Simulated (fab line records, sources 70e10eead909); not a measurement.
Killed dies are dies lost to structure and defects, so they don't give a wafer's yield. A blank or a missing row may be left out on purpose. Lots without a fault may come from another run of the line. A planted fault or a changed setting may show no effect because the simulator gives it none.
fab line records | flow nand_harc
record lots=24 wafers=72 last_day=33
route steps=1302 shown A_BLC@1136 A_M1@1189 A_BONDPAD@1220
lots that met no fault: from a run of the same line without faults
start_h: hours from the record's first day to the start of the lot's first wafer shown | wait_h: hours since the lot's step before | " the same as in the row above | L1.1+2: a row that stands for several wafers | - no value, or no start given | * or withheld: withheld | < > ~ a bound
route shown NAME@n: a module of which the file shows steps, and the number in the route of the first | usual: mean/standard deviation of fault-free wafers | same: alike in all rows | chamber/n: place in a boat | sites: the reading at each site | _std_site: their standard deviation | _edge_site: outer sites' mean less inner sites' | radius_mm: how far each site lies from the wafer's centre | mask NAME#n: copy n | behind: the tool/chamber that last shaped the wafer | hold: why the lot was held/for how many hours/how that ended | device: the transistor (n, p or np) that didn't switch | end of line: the same wafers' tests at the end of the route | a step without rows: its recipe alone | killed: dies lost to structure and defects at the first sort, not the wafer's yield | map: a wafer's dies, x killed, . not, _ none there
set.NAME: the setting as run; set.NAME@STEP: as run at that earlier step | model.NAME: the simulator's own value behind a step, which no gauge read
steps of the route over a sample of lots; a table a step, a row a wafer
services: from which hour (start_h, from the record's first day; less than 0 if before it) a tool's chamber was out of use, for how many hours, and why
## steps
# step NHARC_A_BLC_INSPECT_28
# usual raw_defect_count=515/120
# columns lot.wafer tool chamber start_h wait_h raw_defect_count
L074.1 defect_inspect-02 - 530.29 0.1 475
L074.3 " - " " 691
L074.6 " - " " 586
L077.3 defect_inspect-02 - 545.27 0.1 397
L077.4 " - " " 347
L077.6 " - " " 498
L076.1 defect_inspect-02 - 546.60 0.1 350
L076.4 " - " " 387
L076.5 " - " " 507
L075.1 defect_inspect-01 - 548.97 0.1 444
L075.4 " - " " 420
L075.5 " - " " 383
L078.2 defect_inspect-01 - 557.26 0.1 985
L078.3 " - " " 521
L078.5 " - " " 449
L079.1 defect_inspect-02 - 581.27 0.1 453
L079.3 " - " " 512
L079.6 " - " " 533
L080.1 defect_inspect-01 - 586.22 0.1 596
L080.4 " - " " 586
L080.6 " - " " 620
L081.2 defect_inspect-02 - 596.27 0.1 354
L081.4 " - " " 491
L081.6 " - " " 526
L082.3 defect_inspect-02 - 615.83 0.1 542
L082.4 " - " " 600
L082.6 " - " " 697
L086.2 defect_inspect-01 - 628.03 0.1 486
L086.3 " - " " 619
L086.6 " - " " 513
L085.1 defect_inspect-01 - 628.54 0.1 554
L085.2 " - " " 539
L085.3 " - " " 733
L084.2 defect_inspect-02 - 630.60 0.1 660
L084.4 " - " " 603
L084.5 " - " " 635
L083.1 defect_inspect-02 - 634.20 0.1 450
L083.3 " - " " 512
L083.5 " - " " 443
L089.1 defect_inspect-02 - 660.38 0.1 443
L089.4 " - " " 521
L089.6 " - " " 404
L088.1 defect_inspect-02 - 664.99 0.1 507
L088.4 " - " " 406
L088.5 " - " " 378
L087.3 defect_inspect-02 - 666.46 0.1 370
L087.4 " - " " 406
L087.6 " - " " 502
L091.2 defect_inspect-01 - 687.35 0.1 638
L091.3 " - " " 621
L091.6 " - " " 487
L090.1 defect_inspect-02 - 703.59 0.1 399
L090.5 " - " " 444
L090.6 " - " " 415
L093.3 defect_inspect-01 - 708.17 0.1 520
L093.4 " - " " 482
L093.6 " - " " 523
L092.4 defect_inspect-01 - 718.55 0.1 459
L092.5 " - " " 341
L092.6 " - " " 397
L094.1 defect_inspect-02 - 731.67 0.1 477
L094.2 " - " " 614
L094.4 " - " " 576
L095.2 defect_inspect-02 - 738.05 0.1 560
L095.3 " - " " 592
L095.6 " - " " 660
L096.2 defect_inspect-01 - 750.49 0.1 520
L096.4 " - " " 443
L096.5 " - " " 547
L097.2 defect_inspect-01 - 755.60 0.1 534
L097.4 " - " " 363
L097.5 " - " " 550
# step NHARC_A_M1_DEGAS_29
# recipe temp_c=250 time_s=60
# usual heater_power_w=318/27
# columns lot.wafer tool chamber start_h wait_h heater_power_w
L074.1 pvd_sputter-03 - 536.47 - 274
L074.3 " - " " 299
L074.6 " - " " 361
L077.4 pvd_sputter-01 - 551.82 - 339
L077.3 " - " " 274
L077.6 " - " " 333
L076.4 pvd_sputter-01 - 553.16 - 280
L076.1 " - " " 335
L076.5 " - " " 328
L075.1 pvd_sputter-03 - 554.99 - 291
L075.4 " - " " 301
L075.5 " - " " 281
L078.3 pvd_sputter-02 - 563.59 - 346
L078.2 " - " " 297
L078.5 " - " " 343
L079.3 pvd_sputter-02 - 587.46 - 340
L079.1 " - " " 336
L079.6 " - " " 303
L080.1 pvd_sputter-01 - 592.28 - 264
L080.4 " - " " 351
L080.6 " - " " 277
L081.4 pvd_sputter-02 - 602.40 - 329
L081.2 " - " " 292
L081.6 " - " " 345
L082.3 pvd_sputter-02 - 621.88 - 332
L082.4 " - " " 349
L082.6 " - " " 303
L086.2 pvd_sputter-01 - 634.23 - 338
L086.3 " - " " 342
L086.6 " - " " 269
L085.2 pvd_sputter-02 - 634.71 - 331
L085.1 " - " " 334
L085.3 " - " " 330
L084.4 pvd_sputter-02 - 636.54 - 299
L084.2 " - " " 335
L084.5 " - " " 330
L083.3 pvd_sputter-01 - 640.56 - 350
L083.1 " - " " 315
L083.5 " - " " 352
L089.1 pvd_sputter-02 - 666.38 - 348
L089.4 " - " " 334
L089.6 " - " " 333
L088.4 pvd_sputter-03 - 671.25 - 298
L088.1 " - " " 286
L088.5 " - " " 286
L087.4 pvd_sputter-03 - 672.71 - 295
L087.3 " - " " 280
L087.6 " - " " 306
L091.3 pvd_sputter-02 - 693.54 - 347
L091.2 " - " " 343
L091.6 " - " " 278
L090.1 pvd_sputter-01 - 709.74 - 349
L090.5 " - " " 330
L090.6 " - " " 342
L093.3 pvd_sputter-03 - 714.31 - 357
L093.4 " - " " 290
L093.6 " - " " 356
L092.4 pvd_sputter-02 - 724.73 - 351
L092.5 " - " " 335
L092.6 " - " " 337
L094.4 pvd_sputter-01 - 737.74 - 274
L094.2 " - " " 335
L094.1 " - " " 333
L095.2 pvd_sputter-03 - 744.08 - 311
L095.3 " - " " 285
L095.6 " - " " 285
L096.4 pvd_sputter-02 - 756.55 - 345
L096.2 " - " " 343
L096.5 " - " " 335
L097.4 pvd_sputter-03 - 761.82 - 289
L097.2 " - " " 341
L097.5 " - " " 304
# step NHARC_A_M1_PRE_CLEAN_30
# recipe time_s=30 temp_c=280 gas=H2/He
# usual heater_power_w=387/33
# columns lot.wafer tool chamber start_h wait_h heater_power_w
L074.3 pvd_sputter-03 - - - 364
L074.1 " - " " 338
L074.6 " - " " 360
L077.4 pvd_sputter-01 - - - 428
L077.3 " - " " 342
L077.6 " - " " 430
L076.4 pvd_sputter-01 - - - 416
L076.1 " - " " 442
L076.5 " - " " 381
L075.1 pvd_sputter-03 - - - 337
L075.4 " - " " 378
L075.5 " - " " 433
L078.2 pvd_sputter-02 - - - 356
L078.3 " - " " 429
L078.5 " - " " 421
L079.3 pvd_sputter-02 - - - 370
L079.1 " - " " 407
L079.6 " - " " 408
L080.1 pvd_sputter-01 - - - 415
L080.4 " - " " 417
L080.6 " - " " 388
L081.4 pvd_sputter-02 - - - 400
L081.2 " - " " 429
L081.6 " - " " 396
L082.3 pvd_sputter-02 - - - 421
L082.4 " - " " 398
L082.6 " - " " 431
L086.2 pvd_sputter-01 - - - 385
L086.3 " - " " 335
L086.6 " - " " 329
L085.3 pvd_sputter-02 - - - 397
L085.1 " - " " 350
L085.2 " - " " 411
L084.2 pvd_sputter-02 - - - 396
L084.4 " - " " 420
L084.5 " - " " 407
L083.1 pvd_sputter-01 - - - 328
L083.3 " - " " 386
L083.5 " - " " 424
L089.4 pvd_sputter-02 - - - 413
L089.1 " - " " 427
L089.6 " - " " 407
L088.4 pvd_sputter-03 - - - 346
L088.1 " - " " 371
L088.5 " - " " 371
L087.4 pvd_sputter-03 - - - 353
L087.3 " - " " 367
L087.6 " - " " 372
L091.3 pvd_sputter-02 - - - 415
L091.2 " - " " 421
L091.6 " - " " 410
L090.1 pvd_sputter-01 - - - 412
L090.6 " - " " 391
L090.5 " - " " 335
L093.3 pvd_sputter-03 - - - 374
L093.4 " - " " 419
L093.6 " - " " 353
L092.4 pvd_sputter-02 - - - 415
L092.6 " - " " 403
L092.5 " - " " 345
L094.1 pvd_sputter-01 - - - 331
L094.2 " - " " 407
L094.4 " - " " 379
L095.2 pvd_sputter-03 - - - 337
L095.3 " - " " 372
L095.6 " - " " 349
L096.4 pvd_sputter-02 - - - 413
L096.2 " - " " 353
L096.5 " - " " 406
L097.4 pvd_sputter-03 - - - 430
L097.2 " - " " 346
L097.5 " - " " 355
# step NHARC_A_M1_PVD_20
# recipe target_thk_a=50 bias_v=168.6 power_w=15000 chamber_pressure_pa=0.12 time_s=8.06 substrate_temp_c=50 material=TaN
# usual cathode_dc_power_W=15000/3.1 throttle_valve_pct=30.0/1.2
# columns lot.wafer tool chamber start_h wait_h cathode_dc_power_W throttle_valve_pct
L074.3 pvd_sputter-03 - - - 15002 28.9
L074.1 " - " " 14998 30.2
L074.6 " - " " 14992 29.0
L077.3 pvd_sputter-01 - - - 14997 28.3
L077.4 " - " " 15003 29.3
L077.6 " - " " 15004 28.8
L076.1 pvd_sputter-01 - - - 14994 30.9
L076.4 " - " " 14996 28.2
L076.5 " - " " 15000 30.6
L075.4 pvd_sputter-03 - - - 15001 29.5
L075.1 " - " " 14999 30.2
L075.5 " - " " 14999 29.0
L078.2 pvd_sputter-02 - - - 14996 31.4
L078.3 " - " " 15000 30.4
L078.5 " - " " 15001 31.3
L079.1 pvd_sputter-02 - - - 14997 30.8
L079.3 " - " " 14996 31.7
L079.6 " - " " 15004 30.4
L080.1 pvd_sputter-01 - - - 14998 30.5
L080.4 " - " " 15002 28.3
L080.6 " - " " 14999 30.5
L081.4 pvd_sputter-02 - - - 15004 31.2
L081.2 " - " " 15002 30.5
L081.6 " - " " 15004 31.3
L082.3 pvd_sputter-02 - - - 15001 31.5
L082.4 " - " " 15001 30.8
L082.6 " - " " 15000 31.3
L086.3 pvd_sputter-01 - - - 15000 28.3
L086.2 " - " " 15002 30.3
L086.6 " - " " 15001 28.1
L085.2 pvd_sputter-02 - - - 15001 31.4
L085.3 " - " " 14999 30.4
L085.1 " - " " 14998 30.5
L084.4 pvd_sputter-02 - - - 15000 31.3
L084.2 " - " " 14999 31.3
L084.5 " - " " 15002 31.3
L083.3 pvd_sputter-01 - - - 15004 30.7
L083.1 " - " " 14999 29.5
L083.5 " - " " 15003 28.2
L089.4 pvd_sputter-02 - - - 15003 32.2
L089.1 " - " " 15003 31.6
L089.6 " - " " 15002 31.6
L088.1 pvd_sputter-03 - - - 14996 29.1
L088.4 " - " " 14998 29.9
L088.5 " - " " 14995 29.0
L087.4 pvd_sputter-03 - - - 15007 28.9
L087.3 " - " " 14999 29.5
L087.6 " - " " 14996 29.2
L091.2 pvd_sputter-02 - - - 15006 32.4
L091.3 " - " " 15000 29.9
L091.6 " - " " 15000 32.4
L090.1 pvd_sputter-01 - - - 15000 30.6
L090.6 " - " " 14999 29.4
L090.5 " - " " 15001 27.9
L093.4 pvd_sputter-03 - - - 14999 28.5
L093.3 " - " " 14999 30.9
L093.6 " - " " 14998 29.6
L092.4 pvd_sputter-02 - - - 15002 31.7
L092.5 " - " " 14994 32.4
L092.6 " - " " 14993 31.5
L094.2 pvd_sputter-01 - - - 14995 29.4
L094.4 " - " " 15007 30.6
L094.1 " - " " 15006 28.0
L095.3 pvd_sputter-03 - - - 14997 30.0
L095.2 " - " " 15000 28.7
L095.6 " - " " 15001 30.8
L096.2 pvd_sputter-02 - - - 14998 29.5
L096.4 " - " " 14998 32.0
L096.5 " - " " 15005 29.7
L097.2 pvd_sputter-03 - - - 14999 30.2
L097.4 " - " " 14996 29.6
L097.5 " - " " 15002 30.9
# step NHARC_A_M1_PVD_21
# recipe target_thk_a=300 chamber_pressure_pa=5 power_w=5000 substrate_temp_c=30 time_s=20.49 material=Cu
# usual cathode_dc_power_W=4999.9/0.89 throttle_valve_pct=30.0/1.1
# columns lot.wafer tool chamber start_h wait_h cathode_dc_power_W throttle_valve_pct
L074.3 pvd_sputter-03 - - - 4999.8 29.0
L074.1 " - " " 4999.1 30.2
L074.6 " - " " 5000.1 29.4
L077.4 pvd_sputter-01 - - - 5000.5 29.7
L077.3 " - " " 5000.0 28.4
L077.6 " - " " 5000.6 29.6
L076.4 pvd_sputter-01 - - - 4998.8 28.3
L076.1 " - " " 4999.7 30.7
L076.5 " - " " 5000.3 28.4
L075.1 pvd_sputter-03 - - - 5001.0 29.9
L075.4 " - " " 5002.7 29.2
L075.5 " - " " 5001.3 30.0
L078.2 pvd_sputter-02 - - - 4999.3 31.0
L078.3 " - " " 4998.5 31.6
L078.5 " - " " 4999.6 31.3
L079.1 pvd_sputter-02 - - - 4999.5 30.4
L079.3 " - " " 5000.7 31.2
L079.6 " - " " 5000.3 30.4
L080.1 pvd_sputter-01 - - - 5000.6 30.1
L080.4 " - " " 5000.3 28.3
L080.6 " - " " 5001.4 28.1
L081.4 pvd_sputter-02 - - - 4999.6 30.5
L081.2 " - " " 5000.9 30.3
L081.6 " - " " 5000.7 30.7
L082.4 pvd_sputter-02 - - - 5000.0 30.4
L082.3 " - " " 4999.5 30.4
L082.6 " - " " 5000.4 30.6
L086.2 pvd_sputter-01 - - - 4999.0 28.4
L086.3 " - " " 4999.5 28.3
L086.6 " - " " 4999.2 27.8
L085.1 pvd_sputter-02 - - - 4999.9 30.5
L085.2 " - " " 5001.1 31.2
L085.3 " - " " 4999.9 31.2
L084.4 pvd_sputter-02 - - - 5000.2 31.4
L084.2 " - " " 5000.4 31.2
L084.5 " - " " 5000.3 31.3
L083.1 pvd_sputter-01 - - - 4999.1 28.3
L083.3 " - " " 5000.5 29.3
L083.5 " - " " 5001.3 29.5
L089.1 pvd_sputter-02 - - - 5000.1 31.3
L089.4 " - " " 4999.3 29.7
L089.6 " - " " 4998.8 29.4
L088.4 pvd_sputter-03 - - - 5001.1 30.1
L088.1 " - " " 5000.3 29.0
L088.5 " - " " 5000.0 29.3
L087.4 pvd_sputter-03 - - - 5001.0 29.8
L087.3 " - " " 4998.9 29.1
L087.6 " - " " 4999.7 29.0
L091.3 pvd_sputter-02 - - - 5000.1 31.7
L091.2 " - " " 4999.7 32.1
L091.6 " - " " 5000.2 31.7
L090.1 pvd_sputter-01 - - - 4998.9 29.4
L090.5 " - " " 4999.0 29.2
L090.6 " - " " 5000.7 27.9
L093.3 pvd_sputter-03 - - - 5001.1 28.7
L093.4 " - " " 4999.4 30.9
L093.6 " - " " 5000.3 29.3
L092.4 pvd_sputter-02 - - - 5000.2 32.3
L092.6 " - " " 4998.3 29.5
L092.5 " - " " 5000.5 29.6
L094.1 pvd_sputter-01 - - - 5000.6 30.5
L094.4 " - " " 4999.8 28.3
L094.2 " - " " 4998.6 29.4
L095.2 pvd_sputter-03 - - - 5000.4 30.2
L095.3 " - " " 4999.2 28.6
L095.6 " - " " 5000.1 29.9
L096.4 pvd_sputter-02 - - - 4998.2 32.3
L096.2 " - " " 5000.4 31.6
L096.5 " - " " 5001.9 29.9
L097.2 pvd_sputter-03 - - - 4998.5 30.2
L097.4 " - " " 4999.3 28.9
L097.5 " - " " 5000.5 31.2
# step NHARC_A_BONDPAD_ETCH_12
# recipe target_depth_a=2200 time_s=110 chf3_flow_sccm=50 o2_flow_sccm=10 ar_flow_sccm=200 rf_w=500 bias_w=200 chemistry=CHF3/O2
# usual bias_w=200.0/0.7 drypump_motor_current_A=5.71/0.25 oes_product_au=0.950/0.025 rf_vpp_V=371.3/2.9 showerhead_plenum_p_Torr=2.44/0.12 throttle_valve_pct=20.573/0.0094
# columns lot.wafer tool chamber start_h wait_h bias_w drypump_motor_current_A oes_product_au rf_hours_counter_h rf_vpp_V showerhead_plenum_p_Torr throttle_valve_pct
L074.1 rie_diel-08 0 - - 200.1 5.96 0.981 6 372.2 2.56 20.582
L074.3 " 1 " " 200.3 5.90 0.951 6 374.9 2.54 20.569
L074.6 " 1 " " 200.4 5.93 0.942 - 373.8 2.54 20.564
L077.3 rie_diel-12 1 - - 198.9 5.35 0.935 23 373.1 2.50 20.575
L077.4 " 2 " " 200.5 5.91 0.929 - 372.4 2.48 20.553
L077.6 " 3 " " 199.6 5.83 0.906 - 368.4 2.33 20.589
L076.1 rie_diel-02 1 - - 200.1 5.16 0.920 47 371.5 2.48 20.572
L076.4 " 3 " " 199.2 5.70 0.918 53 370.5 2.40 20.575
L076.5 " 1 " " 201.3 5.14 0.924 - 372.4 2.48 20.557
L075.1 rie_diel-02 0 - - 200.1 6.27 0.922 50 366.1 2.26 20.576
L075.4 " 1 " " 199.4 5.14 0.927 47 371.0 2.48 20.550
L075.5 " 0 " " 198.9 6.26 0.922 - 367.0 2.26 20.581
L078.2 rie_diel-08 1 - - 200.5 5.90 0.964 1 372.7 2.54 20.576
L078.3 " 2 " " 199.1 5.48 0.980 1 367.1 2.24 20.574
L078.5 " 3 " " 200.3 5.59 0.975 - 370.2 2.43 20.586
L079.1 rie_diel-12 1 - - 200.1 5.35 0.914 28 372.1 2.50 20.580
L079.3 " 0 " " 200.7 5.40 0.931 22 364.7 2.24 20.576
L079.6 " 2 " " 201.9 5.91 0.914 - 372.2 2.48 20.569
L080.1 rie_diel-12 3 - - 200.2 5.85 0.905 26 368.4 2.33 20.573
L080.4 " 1 " " 199.7 5.32 0.921 29 373.8 2.50 20.573
L080.6 " 3 " " 199.5 5.86 0.912 - 367.3 2.33 20.584
L081.2 rie_diel-08 1 - - 200.1 5.94 0.948 2 373.6 2.54 20.578
L081.4 " 2 " " 199.9 5.49 0.935 2 366.7 2.24 20.583
L081.6 " 0 " " 200.2 5.95 0.975 - 374.1 2.56 20.564
L082.3 rie_diel-08 3 - - 199.0 5.58 0.927 2 371.8 2.43 20.559
L082.4 " 0 " " 200.6 5.97 0.937 2 374.9 2.56 20.584
L082.6 " 2 " " 200.2 5.49 0.912 - 366.7 2.24 20.573
L086.3 rie_diel-08 2 - - 200.4 5.49 0.902 3 366.1 2.24 20.577
L086.2 " 0 " " 200.5 5.96 0.934 2 374.3 2.56 20.585
L086.6 " 2 " " 201.2 5.48 0.904 - 367.2 2.24 20.562
L085.1 rie_diel-08 0 - - 200.6 5.95 0.988 2 374.0 2.56 20.570
L085.3 " 1 " " 200.4 5.93 0.960 3 374.5 2.54 20.582
L085.2 " 2 " " 200.2 5.48 0.950 3 366.9 2.24 20.577
L084.4 rie_diel-08 0 - - 199.6 5.96 0.967 2 375.3 2.56 20.580
L084.2 " 1 " " 198.8 5.94 0.965 3 373.6 2.54 20.571
L084.5 " 0 " " 198.8 5.95 0.968 - 374.3 2.56 20.558
L083.3 rie_diel-08 2 - - 200.2 5.47 0.954 3 367.7 2.24 20.571
L083.1 " 3 " " 200.4 5.57 0.948 3 371.0 2.43 20.580
L083.5 " 0 " " 200.9 5.96 0.981 - 373.8 2.56 20.560
L089.1 rie_diel-08 2 - - 199.2 5.49 0.952 4 367.2 2.24 20.555
L089.4 " 3 " " 200.4 5.59 0.976 3 371.9 2.43 20.566
L089.6 " 2 " " 199.1 5.49 0.961 - 365.3 2.24 20.574
L088.1 rie_diel-12 0 - - 200.2 5.38 0.924 7 367.3 2.23 20.571
L088.4 " 1 " " 200.5 5.36 0.934 8 374.1 2.49 20.574
L088.5 " 3 " " 199.0 5.81 0.918 - 370.7 2.33 20.569
L087.4 rie_diel-08 0 - - 201.1 5.95 0.933 3 373.1 2.56 20.572
L087.3 " 2 " " 201.3 5.48 0.915 4 367.3 2.24 20.564
L087.6 " 3 " " 199.5 5.55 0.930 - 370.0 2.43 20.573
L091.2 rie_diel-08 3 - - 200.2 5.57 0.972 4 370.9 2.43 20.572
L091.3 " 2 " " 200.9 5.49 0.975 4 368.0 2.24 20.573
L091.6 " 0 " " 198.6 5.95 0.985 - 374.1 2.56 20.590
L090.1 rie_diel-08 1 - - 200.0 5.91 0.954 5 374.7 2.54 20.565
L090.6 " 0 " " 199.1 5.94 0.973 - 373.8 2.56 20.581
L090.5 " 1 " " 201.0 5.92 0.956 - 372.7 2.54 20.576
L093.4 rie_diel-08 1 - - 198.4 5.90 0.966 5 373.1 2.54 20.565
L093.3 " 3 " " 201.0 5.59 0.979 5 372.6 2.43 20.578
L093.6 " 1 " " 199.6 5.91 0.967 - 372.8 2.54 20.567
L092.4 rie_diel-12 3 - - 199.9 5.84 0.958 13 367.6 2.32 20.567
L092.5 " 0 " " 199.5 5.39 0.965 - 366.5 2.23 20.567
L092.6 " 1 " " 199.2 5.36 0.974 - 372.2 2.49 20.591
L094.2 rie_diel-08 2 - - 199.0 5.48 0.954 0 368.1 2.24 20.576
L094.1 " 0 " " 200.7 5.95 0.977 0 372.3 2.56 20.580
L094.4 " 1 " " 199.6 5.93 0.969 0 373.4 2.54 20.572
L095.3 rie_diel-08 3 - - 200.9 5.60 0.977 1 372.0 2.43 20.565
L095.2 " 1 " " 200.3 5.91 0.974 0 373.8 2.54 20.557
L095.6 " 3 " " 200.2 5.59 0.971 - 371.0 2.43 20.576
L096.2 rie_diel-08 1 - - 199.7 5.95 0.924 1 374.2 2.54 20.587
L096.4 " 0 " " 200.3 5.96 0.934 1 374.2 2.56 20.568
L096.5 " 2 " " 200.0 5.47 0.940 - 366.3 2.24 20.562
L097.2 rie_diel-08 0 - - 200.1 5.96 0.968 1 374.5 2.56 20.582
L097.4 " 2 " " 200.3 5.50 0.956 1 366.4 2.24 20.580
L097.5 " 3 " " 199.5 5.57 0.978 - 370.2 2.43 20.575
## services
# columns tool chamber start_h hours kind
rie_diel-08 0 523.85 - clean
pvd_sputter-03 - 526.00 10.0 pm
rie_diel-08 - 538.02 0.3 repair
rie_diel-02 3 538.62 6.4 repair
rie_diel-08 - 544.85 9.0 pm
rie_diel-02 - 571.06 9.0 pm
rie_diel-12 2 574.55 3.9 repair
pvd_sputter-01 - 576.25 3.2 repair
rie_diel-08 3 581.01 3.1 repair
pvd_sputter-01 - 582.02 10.0 pm
pvd_sputter-03 - 608.25 5.0 repair
rie_diel-12 - 622.48 9.0 pm
pvd_sputter-03 - 632.94 1.4 repair
pvd_sputter-02 - 638.00 10.0 pm
rie_diel-02 - 663.47 0.3 repair
rie_diel-12 - 669.03 5.1 repair
pvd_sputter-03 - 704.00 10.0 pm
rie_diel-12 2 710.59 2.6 repair
pvd_sputter-03 - 714.88 5.2 repair
rie_diel-08 - 721.85 9.0 pm
pvd_sputter-02 - 738.97 5.9 repair
pvd_sputter-03 - 739.24 3.7 repair
rie_diel-02 - 748.06 9.0 pm
pvd_sputter-01 - 760.02 10.0 pm
## key
fault none
